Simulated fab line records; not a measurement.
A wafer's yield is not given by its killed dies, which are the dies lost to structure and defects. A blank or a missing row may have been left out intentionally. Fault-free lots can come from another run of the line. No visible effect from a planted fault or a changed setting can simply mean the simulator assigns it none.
Struck lot and sound lot, side by side + flow nand harc + 14 steps out of a route of 1159
Sound: these wafers, L954.1, L954.2, L954.5. Struck: wafers L966.1, L966.5 (left out: L966.4, a lot-mate that was not struck); the cause follows at the end.
Each step with rows lists, per side, the tool, then ch with its chambers, then its first start. Under that, the readings that differ: sound wafers + struck wafers + difference of the means + sigmas: that difference in standard deviations of wafers without a fault.
alike: words and numbers the same on both sides, and readings whose means are apart by under 2 such deviations; not compared: readings that were withheld, readings missing a value for some wafer, numbers with overlapping values and no deviation given by the record, and bounds like >300 which may hide the same value.
A row with sigmas, a row that says differs or no value, or rows on one side alone: a step with any of these is where the two part. Numbers that have no deviation but don't overlap get no sigmas and don't part them. A reading missing from all wafers of one side parts the sides only when that side holds two or more wafers.

first, 1 step without rows for these wafers: NHARC_A_ONON_D1_DEP_00 (target thk 1000 nm).
NHARC_A_ONON_D1_THK_MEAS_02: measures by ellipsometry.
  sound on film metro-01, day 7 22:43; struck on film metro-01, day 11 05:49
  alike: thk nm
then, 1 step without rows for these wafers: NHARC_A_ONON_D1_DEP_03 (target thk 1000 nm).
NHARC_A_ONON_D1_THK_MEAS_05: measures by ellipsometry.
  sound on film metro-02, day 7 23:17; struck on film metro-02, day 11 06:23
  alike: thk nm
then, 1 step without rows for these wafers: NHARC_A_ONON_D1_DEP_06 (target thk 1000 nm).
NHARC_A_ONON_D1_THK_MEAS_08: measures by ellipsometry.
  sound on film metro-02, day 7 23:52; struck on film metro-01, day 11 06:57
  alike: thk nm
then, 1 step without rows for these wafers: NHARC_A_ONON_D1_DEP_09 (target thk 1000 nm).
NHARC_A_ONON_D1_THK_MEAS_11: measures by ellipsometry.
  sound on film metro-02, day 8 00:26; struck on film metro-01, day 11 07:32
  alike: thk nm
then, 1 step without rows for these wafers: NHARC_A_ONON_D1_DEP_12 (target thk 1000 nm).
NHARC_A_ONON_D1_THK_MEAS_14: measures by ellipsometry.
  sound on film metro-02, day 8 01:01; struck on film metro-02, day 11 08:05
| reading     | sound          | struck    | difference | sigmas |
|-------------|----------------|-----------|------------|--------|
| thk nm (nm) | 1003 1000 1002 | 1017 1019 | +16        | +2     |
then, 1 step without rows for these wafers: NHARC_A_ONON_D1_ANNEAL_15 (time 3600 s).
NHARC_A_ONON_D1_DEP_16: target thk 1000 nm.
  sound on pecvd onon-02 ch 0, day 8 10:15; struck on pecvd onon-02 ch 0, day 11 15:19
NHARC_A_ONON_D1_THK_MEAS_18: measures by ellipsometry.
  sound on film metro-02, day 8 10:46; struck on film metro-02, day 11 15:49
| reading     | sound       | struck  | difference | sigmas |
|-------------|-------------|---------|------------|--------|
| thk nm (nm) | 999 998 999 | 926 927 | -72        | -8     |
then, 1 step without rows for these wafers: NHARC_A_ONON_D1_DEP_19 (target thk 1000 nm).

WHERE THEY PART
Last at NHARC_A_ONON_D1_THK_MEAS_18 as far as this record goes, first at NHARC_A_ONON_D1_THK_MEAS_14.

WHY: whatever the simulator had introduced
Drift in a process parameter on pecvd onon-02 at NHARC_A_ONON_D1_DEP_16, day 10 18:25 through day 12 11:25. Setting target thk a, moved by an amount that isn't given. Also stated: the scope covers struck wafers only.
